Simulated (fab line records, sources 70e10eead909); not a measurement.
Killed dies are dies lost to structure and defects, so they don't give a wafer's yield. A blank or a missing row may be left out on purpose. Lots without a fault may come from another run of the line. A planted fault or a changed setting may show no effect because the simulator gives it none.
fab line records | flow nand_harc
record lots=5 wafers=15 last_day=32
route steps=1302 shown A_SLIT@936 A_SIN_REMOVE@947 A_WL_FILL@952
lots that met no fault: from a run of the same line without faults
start_h: hours from the record's first day to the start of the lot's first wafer shown | wait_h: hours since the lot's step before | " the same as in the row above | L1.1+2: a row that stands for several wafers | - no value, or no start given | * or withheld: withheld | < > ~ a bound
route shown NAME@n: a module of which the file shows steps, and the number in the route of the first | usual: mean/standard deviation of fault-free wafers | same: alike in all rows | chamber/n: place in a boat | sites: the reading at each site | _std_site: their standard deviation | _edge_site: outer sites' mean less inner sites' | radius_mm: how far each site lies from the wafer's centre | mask NAME#n: copy n | behind: the tool/chamber that last shaped the wafer | hold: why the lot was held/for how many hours/how that ended | device: the transistor (n, p or np) that didn't switch | end of line: the same wafers' tests at the end of the route | a step without rows: its recipe alone | killed: dies lost to structure and defects at the first sort, not the wafer's yield | map: a wafer's dies, x killed, . not, _ none there
set.NAME: the setting as run; set.NAME@STEP: as run at that earlier step | model.NAME: the simulator's own value behind a step, which no gauge read
lots at some steps of the route; a table a step, a row a wafer
services: from which hour (start_h, from the record's first day; less than 0 if before it) a tool's chamber was out of use, for how many hours, and why
## steps
# step NHARC_A_SLIT_DESCUM_14
# recipe time_s=3 o2_flow_sccm=200 ar_flow_sccm=0 bias_power_w=0 chemistry=O2
# usual drypump_motor_current_A=5.6/0.48 oes_product_au=1.003/0.0071 rf_vpp_V=57.8/0.92 showerhead_plenum_p_Torr=1.92/0.08 throttle_valve_pct=11.312/0.0095
# same time_s=3
# columns lot.wafer tool chamber start_h wait_h drypump_motor_current_A oes_product_au rf_hours_counter_h rf_vpp_V showerhead_plenum_p_Torr throttle_valve_pct
L074.3 rie_diel-10 0 428.93 0.1 6.2 0.998 0 58.5 2.03 11.299
L074.6 " 1 " " 5.6 1.016 - 57.5 1.85 11.312
L074.5 " 2 " " 6.4 1.014 - 59.7 1.94 11.320
L075.2 rie_diel-10 0 458.46 0.1 6.2 1.011 2.3 57.5 2.03 11.307
L075.4 " 3 " " 5.2 1.010 1.3 58.9 1.96 11.291
L075.5 " 0 " " 6.2 1.001 - 57.7 2.03 11.307
L084.4 rie_diel-10 1 546.67 0.1 5.7 1.024 6.8 58.2 1.85 11.309
L084.3 " 2 " " 6.4 1.016 6.3 55.5 1.94 11.316
L084.2 " 3 " " 5.2 1.014 5.0 58.3 1.96 11.312
L086.3 rie_diel-11 2 564.76 0.1 5.9 1.007 7.8 57.3 1.93 11.325
L086.4 " 0 " " 5.1 1.014 5.5 58.7 1.83 11.333
L086.1 " 1 " " 4.9 0.999 6.4 56.7 1.91 11.312
L095.3 rie_diel-03 1 656.52 0.1 6.1 1.002 0.1 58.5 2.01 11.314
L095.1 " 2 " " 5.2 1.002 0.1 55.9 1.94 11.323
L095.6 " 3 " " 4.9 1.003 - 56.9 1.89 11.319
# step NHARC_A_SLIT_ETCH_24
# recipe target_depth_a=1210 time_s=60.5 cf4_flow_sccm=100 chf3_flow_sccm=30 ar_flow_sccm=0 rf_w=500 bias_w=200 chemistry=CF4/CHF3
# usual drypump_motor_current_A=5.6/0.49 oes_product_au=0.961/0.02 rf_vpp_V=371.0/2.1 showerhead_plenum_p_Torr=1.59/0.058 throttle_valve_pct=16.803/0.0089
# same time_s=60.5
# columns lot.wafer tool chamber start_h wait_h drypump_motor_current_A oes_product_au rf_hours_counter_h rf_vpp_V showerhead_plenum_p_Torr throttle_valve_pct
L074.3 rie_diel-10 1 429.02 0.1 5.6 0.976 0.0 369.6 1.52 16.791
L074.5 " 0 " " 6.2 0.964 - 374.6 1.66 16.804
L074.6 " 1 " " 5.6 0.964 - 367.8 1.52 16.814
L075.4 rie_diel-10 0 458.55 0.1 6.2 0.963 2.3 374.1 1.66 16.789
L075.2 " 1 " " 5.6 0.975 1.8 371.0 1.52 16.803
L075.5 " 0 " " 6.2 0.964 - 373.6 1.66 16.792
L084.2 rie_diel-10 3 546.75 0.1 5.1 0.970 5.0 373.9 1.61 16.788
L084.3 " 0 " " 6.2 0.974 7.3 372.2 1.66 16.799
L084.4 " 2 " " 6.4 0.970 6.3 370.4 1.60 16.813
L086.3 rie_diel-11 2 564.85 0.1 5.9 0.947 7.8 371.3 1.58 16.802
L086.4 " 3 " " 6.1 0.935 6.8 367.6 1.49 16.825
L086.1 " 0 " " 5.1 0.944 5.5 368.3 1.51 16.804
L095.1 rie_diel-03 3 656.58 0.1 5.0 0.971 0.2 369.7 1.55 16.785
L095.3 " 2 " " 5.2 0.985 0.1 370.7 1.59 16.819
L095.6 " 0 " " 5.7 0.970 - 373.3 1.68 16.796
# step NHARC_A_SLIT_ETCH_15
# recipe target_depth_a=62000 over_etch_frac=0.3 time_s=1612 ion_energy_ev=150 o2_flow_sccm=400 cos_flow_sccm=20 ar_flow_sccm=0 rf_w=500 bias_w=300 chemistry=O2/COS
# usual drypump_motor_current_A=5.6/0.49 oes_product_au=1.003/0.0074 rf_vpp_V=314.3/1.8 showerhead_plenum_p_Torr=3.14/0.11 throttle_valve_pct=28.331/0.0089
# same time_s=1612
# columns lot.wafer tool chamber start_h wait_h drypump_motor_current_A oes_product_au rf_hours_counter_h rf_vpp_V showerhead_plenum_p_Torr throttle_valve_pct
L074.3 rie_diel-10 1 - - 5.6 0.999 0.3 311.9 3.02 28.325
L074.5 " 2 " " 6.4 1.001 - 315.1 3.17 28.333
L074.6 " 0 " " 6.2 0.998 - 316.3 3.30 28.330
L075.4 rie_diel-10 2 - - 6.3 1.001 2.0 315.3 3.17 28.339
L075.2 " 3 " " 5.1 1.002 1.5 316.0 3.20 28.352
L075.5 " 0 " " 6.2 0.993 - 315.7 3.30 28.321
L084.2 rie_diel-10 0 - - 6.2 1.004 7.6 316.4 3.30 28.318
L084.3 " 2 " " 6.4 1.014 6.5 315.3 3.17 28.338
L084.4 " 3 " " 5.2 0.999 5.2 315.2 3.20 28.327
L086.1 rie_diel-11 2 - - 5.9 0.997 8.0 315.5 3.14 28.334
L086.4 " 3 " " 6.1 1.003 7.1 312.4 2.95 28.335
L086.3 " 0 " " 5.1 1.007 5.7 312.9 3.00 28.324
L095.3 rie_diel-03 3 - - 5.0 1.018 0.4 312.2 3.08 28.314
L095.1 " 0 " " 5.7 1.010 0.4 317.3 3.34 28.321
L095.6 " 3 " " 5.0 1.011 - 313.9 3.08 28.326
# step NHARC_A_SLIT_ETCH_17
# recipe bias_v=900 source_w=withheld pressure_mtorr=20 ar_flow_sccm=375 c4f8_flow_sccm=83.3 o2_flow_sccm=41.7 time_s=4254.5 target_depth_a=2.03e+05 chemistry=C4F8/O2/Ar
# usual drypump_motor_current_A=6.0/0.41 showerhead_plenum_p_Torr=3.73/0.12 throttle_valve_pct=32.046/0.0084
# same time_s=4254.5
# columns lot.wafer tool chamber start_h wait_h drypump_motor_current_A rf_hours_counter_h showerhead_plenum_p_Torr throttle_valve_pct
L074.3 har_etch-02 1 432.40 - 6.4 - 3.70 32.040
L074.5 " 1 433.61 - 6.4 - 3.70 32.048
L074.6 " 0 " " 5.9 - 3.93 32.056
L075.2 har_etch-01 1 459.71 - 6.4 253 3.80 32.048
L075.4 " 1 460.90 - 6.4 - 3.80 32.047
L075.5 " 1 462.09 - 6.4 - 3.80 32.045
L084.2 har_etch-01 0 551.48 - 5.4 302 3.58 32.046
L084.4 " 1 " " 6.4 - 3.77 32.039
L084.3 " 0 " " 5.4 - 3.58 32.055
L086.1 har_etch-02 0 566.63 - 5.8 100 3.88 32.048
L086.3 " 1 " " 6.4 - 3.66 32.045
L086.4 " 0 " " 5.8 - 3.88 32.042
L095.1 har_etch-02 0 664.56 - 5.9 154 3.85 32.044
L095.3 " 0 665.78 - 5.9 - 3.85 32.054
L095.6 " 0 667.01 - 5.9 - 3.85 32.056
# step NHARC_A_SLIT_ETCH_26
# recipe bias_v=400 source_w=2000 pressure_mtorr=25 time_s=90 ar_flow_sccm=375 c4f8_flow_sccm=41.7 o2_flow_sccm=83.3 target_depth_a=4000 chemistry=C4F8/O2/Ar
# usual drypump_motor_current_A=6.0/0.41 showerhead_plenum_p_Torr=3.76/0.12 throttle_valve_pct=27.620/0.0088
# same time_s=90
# columns lot.wafer tool chamber start_h wait_h drypump_motor_current_A rf_hours_counter_h showerhead_plenum_p_Torr throttle_valve_pct
L074.3 har_etch-02 1 434.89 1.9 6.4 - 3.73 27.626
L074.5 " 1 " " 6.4 - 3.73 27.612
L074.6 " 0 " " 5.9 - 3.97 27.630
L075.2 har_etch-01 1 463.28 3.0 6.4 256 3.83 27.626
L075.4 " 1 " " 6.4 - 3.83 27.620
L075.5 " 1 " " 6.4 - 3.83 27.620
L084.2 har_etch-01 0 554.54 2.5 5.4 305 3.61 27.642
L084.4 " 1 " " 6.4 - 3.80 27.621
L084.3 " 0 " " 5.4 - 3.61 27.633
L086.1 har_etch-02 0 569.75 2.5 5.9 103 3.92 27.626
L086.3 " 1 " " 6.4 - 3.69 27.623
L086.4 " 0 " " 5.9 - 3.92 27.625
L095.1 har_etch-02 0 667.65 2.5 5.9 157 3.89 27.620
L095.3 " 0 " " 5.9 - 3.89 27.628
L095.6 " 0 " " 5.9 - 3.89 27.629
# step NHARC_A_SLIT_STRIP_28
# recipe o2_flow_sccm=400 cos_flow_sccm=20 ar_flow_sccm=0 bias_w=0 chemistry=O2/COS
# columns lot.wafer tool chamber start_h wait_h
L074.3+6+5 rie_diel-10 1,3,0 435.63 0.7
L075.4+2+5 rie_diel-10 3,1,3 464.07 0.7
L084.3+4+2 rie_diel-10 1,3,0 555.30 0.7
L086.3+4+1 rie_diel-11 3,0,1 570.50 0.7
L095.3+1+6 rie_diel-03 1,3,1 668.42 0.7
# step NHARC_A_SLIT_ETCH_29
# recipe target_depth_a=1000 overetch_a=100 time_s=55 ion_energy_ev=100 cf4_flow_sccm=80 o2_flow_sccm=20 ar_flow_sccm=0 rf_w=300 bias_w=100 chemistry=CF4/O2
# usual drypump_motor_current_A=5.6/0.49 oes_product_au=1.004/0.008 rf_vpp_V=198.0/1.3 showerhead_plenum_p_Torr=1.35/0.051 throttle_valve_pct=13.397/0.0095
# same time_s=55
# columns lot.wafer tool chamber start_h wait_h drypump_motor_current_A oes_product_au rf_hours_counter_h rf_vpp_V showerhead_plenum_p_Torr throttle_valve_pct
L074.3 rie_diel-10 1 435.71 0.1 5.6 0.999 1.0 197.7 1.29 13.406
L074.5 " 0 " " 6.1 0.989 - 198.4 1.41 13.396
L074.6 " 1 " " 5.6 1.003 - 198.1 1.29 13.400
L075.2 rie_diel-10 0 464.17 0.1 6.2 1.002 3.4 200.9 1.41 13.403
L075.4 " 3 " " 5.1 1.004 1.9 198.3 1.37 13.383
L075.5 " 0 " " 6.2 1.004 - 197.7 1.41 13.374
L084.4 rie_diel-10 2 555.39 0.1 6.4 0.999 7.2 197.0 1.35 13.393
L084.3 " 0 " " 6.1 0.987 9.0 198.9 1.41 13.387
L084.2 " 1 " " 5.6 0.997 8.1 195.9 1.29 13.404
L086.3 rie_diel-11 1 570.60 0.1 4.9 0.999 7.5 196.8 1.33 13.399
L086.1 " 2 " " 5.9 1.008 8.9 198.7 1.34 13.412
L086.4 " 3 " " 6.1 1.000 7.4 196.2 1.26 13.385
L095.3 rie_diel-03 2 668.50 0.1 5.2 1.006 2.3 197.9 1.35 13.391
L095.1 " 1 " " 6.1 1.008 1.9 199.0 1.40 13.399
L095.6 " 2 " " 5.2 1.001 - 198.6 1.35 13.388
# step NHARC_A_SLIT_STRIP_18
# recipe o2_flow_sccm=500 ar_flow_sccm=0 bias_w=0 chemistry=O2
# usual drypump_motor_current_A=5.6/0.49 oes_product_au=1.004/0.0077 rf_vpp_V=57.7/0.82 showerhead_plenum_p_Torr=3.56/0.13 throttle_valve_pct=17.036/0.0085
# columns lot.wafer tool chamber start_h wait_h drypump_motor_current_A oes_product_au rf_hours_counter_h rf_vpp_V showerhead_plenum_p_Torr throttle_valve_pct
L074.3 rie_diel-10 0 - - 6.2 0.990 1.1 58.4 3.73 17.037
L074.5 " 3 " " 5.2 0.999 - 57.1 3.62 17.053
L074.6 " 0 " " 6.2 1.001 - 58.7 3.73 17.030
L075.4 rie_diel-10 3 - - 5.2 1.009 2.0 57.9 3.62 17.029
L075.2 " 1 " " 5.6 1.008 2.9 56.8 3.42 17.035
L075.5 " 0 " " 6.2 1.011 - 56.1 3.73 17.032
L084.4 rie_diel-10 3 - - 5.2 1.001 6.3 57.8 3.61 17.023
L084.3 " 1 " " 5.7 1.016 8.2 57.4 3.41 17.041
L084.2 " 2 " " 6.4 1.007 7.3 57.2 3.58 17.030
L086.3 rie_diel-11 3 - - 6.1 0.997 7.5 58.2 3.34 17.027
L086.1 " 0 " " 5.1 0.992 6.1 57.5 3.39 17.038
L086.4 " 2 " " 6.0 1.005 8.9 58.1 3.55 17.039
L095.1 rie_diel-03 3 - - 5.0 1.003 2.1 55.7 3.48 17.042
L095.3 " 0 " " 5.7 0.999 1.7 58.8 3.77 17.037
L095.6 " 3 " " 5.0 1.000 - 57.8 3.48 17.032
# step NHARC_A_SLIT_PRECLEAN_19
# recipe time_s=* temp_c=50 bath_age_min=0 chemistry=SC1
# usual nh4oh_flow_mL_min=28.30/0.092
# same time_s=*
# columns lot.wafer tool chamber start_h wait_h nh4oh_flow_mL_min
L074.3 wet_bench-03 3 436.11 - 28.38
L074.6 " 4 " " 28.38
L074.5 " 5 " " 28.29
L075.5 wet_bench-03 2 464.57 - 28.26
L075.2 " 5 " " 28.14
L075.4 " 6 " " 28.32
L084.3 wet_bench-07 2 555.80 - 28.32
L084.2 " 4 " " 28.34
L084.4 " 6 " " 28.32
L086.3 wet_bench-07 7 570.99 - 28.20
L086.4 " 0 " " 28.36
L086.1 " 4 " " 28.25
L095.6 wet_bench-06 6 668.90 - 28.28
L095.1 " 0 " " 28.35
L095.3 " 1 " " 28.35
# step NHARC_A_SLIT_SRD_20
# columns lot.wafer tool chamber start_h wait_h
L074.3+6+5 wet_bench-03 3,4,5 - -
L075.5+2+4 wet_bench-03 2,5,6 - -
L084.3+2+4 wet_bench-07 2,4,6 555.85 0.0
L086.3+4+1 wet_bench-07 7,0,4 - -
L095.6+1+3 wet_bench-06 6,0,1 - -
# step NHARC_A_SLIT_CD_MEAS_21
# usual cd_nm=289.9/0.64
# columns lot.wafer tool chamber start_h wait_h cd_nm
L074.3 cd_sem-03 - 436.25 - 290.5
L074.5 " - " " 291.1
L074.6 " - " " 290.2
L075.2 cd_sem-02 - 464.71 - 288.3
L075.4 " - " " 289.0
L075.5 " - " " 288.6
L084.2 cd_sem-03 - 555.97 0.1 289.5
L084.3 " - " " 289.7
L084.4 " - " " 289.9
L086.1 cd_sem-01 - 571.14 - 290.4
L086.3 " - " " 290.6
L086.4 " - " " 289.5
L095.1 cd_sem-03 - 669.04 - 290.0
L095.3 " - " " 289.9
L095.6 " - " " 289.7
# step NHARC_A_SIN_REMOVE_WET_00
# recipe temp_c=160 time_s=15300 chemistry=H3PO4
# same time_s=15300
# columns lot.wafer tool chamber start_h wait_h
L074.3+5+6 wet_h3po4-02 0 437.91 1.7
L075.2+4+5 wet_h3po4-02 0 466.38 1.7
L084.2+3+4 wet_h3po4-01 0 557.63 1.7
L086.1+3+4 wet_h3po4-01 1 572.38 1.2
L095.1+3+6 wet_h3po4-01 1 670.71 1.7
# step NHARC_A_SIN_REMOVE_PRECLEAN_01
# recipe time_s=* temp_c=50 bath_age_min=0 chemistry=SC1
# usual nh4oh_flow_mL_min=28.30/0.086
# same time_s=*
# columns lot.wafer tool chamber start_h wait_h nh4oh_flow_mL_min
L074.3 wet_bench-09 0 442.80 0.0 28.31
L074.5 " 2 " " 28.23
L074.6 " 5 " " 28.24
L075.2 wet_bench-04 4 471.12 0.0 28.37
L075.5 " 5 " " 28.28
L075.4 " 7 " " 28.50
L084.4 wet_bench-04 6 562.42 0.0 28.20
L084.3 " 7 " " 28.52
L084.2 " 1 " " 28.34
L086.4 wet_bench-09 5 577.17 0.0 28.30
L086.1 " 7 " " 28.37
L086.3 " 0 " " 28.26
L095.6 wet_bench-01 1 675.51 0.0 28.28
L095.3 " 3 " " 28.41
L095.1 " 5 " " 28.19
# step NHARC_A_SIN_REMOVE_SRD_02
# columns lot.wafer tool chamber start_h wait_h
L074.3+5+6 wet_bench-09 0,2,5 - -
L075.2+5+4 wet_bench-04 4,5,7 - -
L084.4+3+2 wet_bench-04 6,7,1 - -
L086.4+1+3 wet_bench-09 5,7,0 - -
L095.6+3+1 wet_bench-01 1,3,5 - -
# step NHARC_A_SIN_REMOVE_INSPECT_04
# usual raw_defect_count=384/77
# columns lot.wafer tool chamber start_h wait_h raw_defect_count
L074.3 defect_inspect-01 - 442.98 0.0 316
L074.5 " - " " 332
L074.6 " - " " 349
L075.2 defect_inspect-01 - 471.30 0.0 332
L075.4 " - " " 447
L075.5 " - " " 437
L084.2 defect_inspect-01 - 562.60 0.0 393
L084.3 " - " " 323
L084.4 " - " " 356
L086.1 defect_inspect-01 - 577.35 0.0 326
L086.3 " - " " 293
L086.4 " - " " 417
L095.1 defect_inspect-02 - 675.69 0.0 615
L095.3 " - " " 420
L095.6 " - " " 731
# step NHARC_A_WL_FILL_ALD_00
# recipe target_thk_a=30 pulse_time_s=3 ald_cycles=30 temp_c=300 material=Al2O3
# usual heater_power_w=470/65 precursor_pulse_height_rel=0.998/0.022
# columns lot.wafer tool chamber start_h wait_h heater_power_w precursor_pulse_height_rel since_wet_clean_h
L074.3 ald_hk-04 0 443.07 0.1 534 0.992 1
L074.5 " 3 " " 504 0.983 -
L074.6 " 0 " " 519 0.975 -
L075.2 ald_hk-03 0 471.36 0.1 614 1.000 67
L075.4 " 2 " " 517 1.045 67
L075.5 " 0 " " 616 1.021 -
L084.3 ald_hk-04 3 562.70 0.1 493 0.965 121
L084.4 " 0 " " 520 0.959 121
L084.2 " 1 " " 428 0.973 121
L086.1 ald_hk-04 3 579.87 2.5 483 0.997 138
L086.3 " 0 " " 541 1.000 138
L086.4 " 1 " " 426 0.986 138
L095.1 ald_hk-02 0 675.75 0.1 466 0.990 139
L095.3 " 2 " " 446 0.988 139
L095.6 " 0 " " 472 1.010 -
# step NHARC_A_WL_FILL_RTA_01
# recipe temp_c=1000 time_s=5
# usual lamp_power_pct=28/4.6 lamp_zone_6_pct=28/4.6 wafer_temp_C_max=1004.5/1.2
# same time_s=5
# columns lot.wafer tool chamber start_h wait_h lamp_power_pct lamp_zone_6_pct wafer_temp_C_max
L074.3 rtp_anneal-01 0 443.37 - 33 33 1004.5
L074.5 " 0 " " 33 33 1004.2
L074.6 " 0 " " 33 33 1004.4
L075.2 rtp_anneal-02 0 471.80 0.4 24 24 1006.3
L075.4 " 0 " " 24 24 1004.4
L075.5 " 0 " " 24 24 1005.8
L084.2 rtp_anneal-01 0 562.97 - 33 33 1003.0
L084.3 " 0 " " 33 33 1004.2
L084.4 " 0 " " 33 33 1003.3
L086.1 rtp_anneal-02 0 580.15 - 24 24 1003.3
L086.3 " 0 " " 24 24 1005.4
L086.4 " 0 " " 24 24 1004.5
L095.1 rtp_anneal-01 0 676.02 - 33 33 1003.3
L095.3 " 0 " " 33 33 1003.5
L095.6 " 0 " " 33 33 1002.7
# step NHARC_A_WL_FILL_ALD_02
# recipe target_thk_a=20 pulse_time_s=3 ald_cycles=100 temp_c=450 material=TiN
# usual heater_power_w=1080/150 precursor_pulse_height_rel=0.999/0.02
# columns lot.wafer tool chamber start_h wait_h heater_power_w precursor_pulse_height_rel since_wet_clean_h
L074.3 ald_metal-02 0 443.64 0.2 1096 1.015 2
L074.6 " 1 " " 924 1.005 -
L074.5 " 2 " " 991 1.000 -
L075.2 ald_metal-04 1 471.99 0.2 1439 1.012 166
L075.4 " 2 " " 1003 1.001 166
L075.5 " 1 " " 1447 1.031 -
L084.3 ald_metal-04 3 563.15 0.1 1257 1.021 79
L084.2 " 0 " " 1054 0.988 79
L084.4 " 2 " " 938 1.012 79
L086.3 ald_metal-02 1 580.36 0.1 939 1.026 138
L086.4 " 2 " " 1011 1.015 138
L086.1 " 0 " " 1111 0.995 139
L095.1 ald_metal-02 2 676.27 0.2 979 1.027 56
L095.3 " 3 " " 959 1.005 56
L095.6 " 1 " " 911 0.996 -
# step NHARC_A_WL_FILL_CVD_03
# recipe target_thk_a=400 temp_c=300 pressure_torr=40 wf6_flow_sccm=40 h2_flow_sccm=1600 ar_flow_sccm=1560 time_s=279 material=W
# usual heater_power_w=479/35 mfc_h2_sccm=1600/4.8 throttle_valve_pct=8.1/0.35
# same time_s=279
# columns lot.wafer tool chamber start_h wait_h heater_power_w mfc_h2_sccm since_wet_clean_h throttle_valve_pct
L074.3 cvd_w-02 1 444.12 0.2 442 1606 - 8.4
L074.5 " 0 " " 453 1595 - 8.1
L074.6 " 1 " " 461 1606 - 8.2
L075.2 cvd_w-01 0 472.42 0.1 526 1608 93 8.6
L075.4 " 1 " " 456 1606 - 7.9
L075.5 " 1 " " 442 1596 - 8.0
L084.2 cvd_w-02 1 563.59 0.1 476 1601 100 7.8
L084.4 " 1 " " 478 1598 - 8.1
L084.3 " 0 " " 469 1594 - 7.9
L086.1 cvd_w-01 1 580.89 0.1 438 1604 21 8.2
L086.4 " 0 " " 538 1601 - 8.7
L086.3 " 1 " " 438 1600 - 7.9
L095.1 cvd_w-01 0 676.67 0.1 534 1605 117 8.7
L095.3 " 1 " " 437 1599 - 8.0
L095.6 " 0 " " 545 1605 - 8.5
# step NHARC_A_WL_FILL_ETCHBACK_04
# recipe target_depth_a=600 time_s=120 chemistry=NF3
# usual drypump_motor_current_A=5.8/0.45 oes_product_au=1.002/0.0069
# same time_s=120
# columns lot.wafer tool chamber start_h wait_h drypump_motor_current_A oes_product_au rf_hours_counter_h
L074.3 rie_metal-01 0 444.46 0.3 6.0 1.001 -
L074.5 " 1 " " 6.0 1.002 -
L074.6 " 0 " " 6.0 1.006 -
L075.2 rie_metal-02 1 472.83 0.4 6.5 1.002 0.0
L075.4 " 0 " " 5.2 1.007 -
L075.5 " 0 " " 5.2 1.003 -
L084.2 rie_metal-02 1 564.00 0.4 6.5 1.003 1.9
L084.3 " 0 " " 5.2 1.006 -
L084.4 " 1 " " 6.5 1.017 -
L086.1 rie_metal-03 0 581.25 0.3 5.8 0.989 0.7
L086.3 " 1 " " 5.4 0.995 -
L086.4 " 0 " " 5.8 0.992 -
L095.1 rie_metal-01 1 677.08 0.4 5.9 1.000 1.8
L095.3 " 1 " " 6.0 0.986 -
L095.6 " 0 " " 6.0 0.993 -
# step NHARC_A_WL_FILL_ETCHBACK_05
# recipe target_depth_a=220 time_s=60 temp_c=40 chemistry=Cl2/BCl3
# usual drypump_motor_current_A=5.8/0.45 oes_product_au=1.001/0.0076
# same time_s=60
# columns lot.wafer tool chamber start_h wait_h drypump_motor_current_A oes_product_au rf_hours_counter_h
L074.3 rie_metal-01 1 444.63 0.1 6.0 0.999 -
L074.5 " 0 " " 6.0 0.995 -
L074.6 " 1 " " 6.0 0.986 -
L075.2 rie_metal-02 1 473.06 0.2 6.5 1.003 0.1
L075.4 " 0 " " 5.2 1.004 -
L075.5 " 1 " " 6.5 1.000 -
L084.2 rie_metal-02 1 564.21 0.2 6.5 1.007 2.1
L084.4 " 1 " " 6.5 1.000 -
L084.3 " 0 " " 5.2 1.000 -
L086.1 rie_metal-03 1 581.46 0.2 5.4 1.008 0.8
L086.3 " 1 " " 5.4 1.016 -
L086.4 " 0 " " 5.8 0.991 -
L095.1 rie_metal-01 0 677.29 0.2 6.0 1.006 1.9
L095.3 " 1 " " 6.0 1.000 -
L095.6 " 0 " " 6.0 1.004 -
# step NHARC_A_WL_FILL_STRIP_27
# recipe power_w=1500 temp_c=250 time_s=20 chemistry=N2/H2
# usual drypump_motor_current_A=5.8/0.33 heater_power_w=378/29
# same time_s=20
# columns lot.wafer tool chamber start_h wait_h drypump_motor_current_A heater_power_w rf_hours_counter_h
L074.3 plasma_asher-01 0 444.84 0.2 5.5 406 -
L074.5 " 0 " " 5.5 422 -
L074.6 " 1 " " 5.8 375 -
L075.2 plasma_asher-01 1 473.35 0.3 5.8 373 35
L075.4 " 1 " " 5.8 379 -
L075.5 " 0 " " 5.5 410 -
L084.2 plasma_asher-02 0 564.39 0.2 5.8 328 22
L084.4 " 1 " " 6.5 357 -
L084.3 " 0 " " 5.8 336 -
L086.1 plasma_asher-01 1 581.62 0.1 5.8 376 10
L086.3 " 0 " " 5.5 409 -
L086.4 " 1 " " 5.8 379 -
L095.1 plasma_asher-01 0 677.45 0.1 5.6 404 26
L095.3 " 1 " " 5.8 377 -
L095.6 " 0 " " 5.5 409 -
# step NHARC_A_WL_FILL_STRIP_28
# recipe time_s=1200 temp_c=72.5 chemistry=post_etch_residue_remover
# same time_s=1200
# columns lot.wafer tool chamber start_h wait_h
L074.6+5+3 wet_bench-05 1,3,4 444.98 0.1
L075.4+5+2 wet_bench-03 2,3,5 473.54 0.1
L084.3+2+4 wet_bench-02 4,5,6 564.55 0.1
L086.4+1+3 wet_bench-03 3,4,6 581.78 0.1
L095.1+6+3 wet_bench-05 2,5,7 677.59 0.1
# step NHARC_A_WL_FILL_PRECLEAN_06
# recipe time_s=300 chemistry=DIW
# same time_s=300
# columns lot.wafer tool chamber start_h wait_h
L074.6+5+3 wet_bench-05 1,3,4 - -
L075.4+5+2 wet_bench-03 2,3,5 - -
L084.3+2+4 wet_bench-02 4,5,6 - -
L086.4+1+3 wet_bench-03 3,4,6 - -
L095.1+6+3 wet_bench-05 2,5,7 - -
# step NHARC_A_WL_FILL_SRD_07
# columns lot.wafer tool chamber start_h wait_h
L074.6+5+3 wet_bench-05 1,3,4 - -
L075.4+5+2 wet_bench-03 2,3,5 - -
L084.3+2+4 wet_bench-02 4,5,6 - -
L086.4+1+3 wet_bench-03 3,4,6 - -
L095.1+6+3 wet_bench-05 2,5,7 - -
# step NHARC_A_WL_FILL_ANNEAL_08
# recipe temp_c=450 time_s=1800
# usual tube_center_temp_C=450/0.044 tube_center_temp_C_max=451.16/0.2
# same time_s=1800
# columns lot.wafer tool chamber start_h wait_h tube_center_temp_C tube_center_temp_C_max
L074.3 furnace-06 0 448.20 - 449.95 450.98
L074.5 " 0 " " 450.05 451.30
L074.6 " 0 " " 450.02 451.09
L075.2 furnace-07 0 477.25 - 449.94 451.03
L075.4 " 0 " " 450.08 451.10
L075.5 " 0 " " 450.01 451.11
L084.2 furnace-06 0 567.87 - 449.99 451.35
L084.3 " 0 " " 449.95 451.25
L084.4 " 0 " " 449.97 451.03
L086.1 furnace-07 0 587.97 - 450.04 451.47
L086.3 " 0 " " 449.97 451.11
L086.4 " 0 " " 449.99 451.25
L095.1 furnace-06 0 682.79 - 450.03 451.29
L095.3 " 0 " " 450.05 451.63
L095.6 " 0 " " 449.93 450.97
# step NHARC_A_WL_FILL_ALD_10
# recipe target_thk_a=500 pulse_time_s=10 ald_cycles=500 temp_c=300 material=SiO2
# usual heater_power_w=465/63 precursor_pulse_height_rel=0.998/0.019
# columns lot.wafer tool chamber start_h wait_h heater_power_w precursor_pulse_height_rel since_wet_clean_h
L074.3 ald_hk-02 1 451.74 2.1 409 1.012 94
L074.6 " 2 " " 471 0.995 -
L074.5 " 3 " " 386 1.002 -
L075.2 ald_hk-03 1 478.77 0.1 449 1.012 75
L075.4 " 3 479.80 1.1 442 1.013 76
L075.5 " 1 480.82 2.1 448 0.983 -
L084.2 ald_hk-02 1 569.37 0.1 413 0.989 34
L084.4 " 3 570.39 1.1 414 0.997 35
L084.3 " 0 " " 455 1.003 35
L086.3 ald_hk-04 2 591.97 2.6 374 0.972 151
L086.4 " 0 593.03 3.6 543 1.009 152
L086.1 " 1 " " 438 0.989 152
L095.1 ald_hk-03 1 684.80 0.6 455 0.993 103
L095.3 " 3 685.81 1.6 430 1.024 104
L095.6 " 1 686.83 2.6 464 1.004 -
# step NHARC_A_WL_FILL_ETCHBACK_16
# recipe target_depth_a=1200 time_s=24 c4f8_flow_sccm=withheld o2_flow_sccm=8 ar_flow_sccm=withheld rf_w=600 bias_w=800 chemistry=C4F8/O2/Ar
# usual oes_product_au=0.986/0.029 rf_vpp_V=725/4.3
# same time_s=24
# columns lot.wafer tool chamber start_h wait_h oes_product_au rf_hours_counter_h rf_vpp_V
L074.3 rie_diel-13 2 - - 0.984 2.4 721
L074.5 " 0 " " 0.974 - 724
L074.6 " 1 " " 0.970 - 730
L075.4 rie_diel-13 2 - - 1.003 3.7 720
L075.2 " 0 " " 1.001 3.5 724
L075.5 " 2 " " 0.995 - 721
L084.2 rie_diel-06 3 - - 0.976 2.2 723
L084.3 " 1 " " 0.992 2.4 724
L084.4 " 2 " " 0.969 2.3 719
L086.1 rie_diel-02 3 - - 1.006 0.6 722
L086.3 " 1 " " 1.004 0.7 731
L086.4 " 3 " " 1.021 - 722
L095.1 rie_diel-02 2 - - 1.003 7.8 718
L095.3 " 3 " " 0.994 7.7 721
L095.6 " 3 " " 0.990 - 722
## services
# columns tool chamber start_h hours kind
rie_diel-10 - 419.50 9.0 pm
ald_hk-04 - 432.14 10.0 pm
rie_diel-11 - 432.50 9.0 pm
wet_bench-05 - 436.82 8.0 pm
wet_bench-07 - 451.22 8.0 pm
rie_metal-02 - 454.00 9.0 pm
rie_diel-03 - 458.81 9.0 pm
rie_metal-01 0 460.73 5.3 repair
wet_bench-04 - 466.34 0.5 repair
wet_bench-04 - 477.53 4.4 repair
rie_diel-10 3 487.99 8.2 repair
plasma_asher-01 - 519.01 9.0 pm
wet_bench-09 - 528.80 8.0 pm
wet_bench-03 - 536.66 8.6 repair
wet_bench-03 - 562.40 8.0 pm
wet_bench-04 - 562.77 1.5 repair
rie_diel-03 - 568.25 4.1 repair
rie_metal-02 - 570.43 7.9 repair
rie_diel-10 - 596.50 9.0 pm
rie_diel-11 - 609.50 9.0 pm
wet_bench-05 - 612.82 8.0 pm
rie_diel-11 - 629.02 0.4 repair
rie_diel-03 - 635.81 9.0 pm
rie_diel-10 3 670.27 44.2 repair
## key
fault none
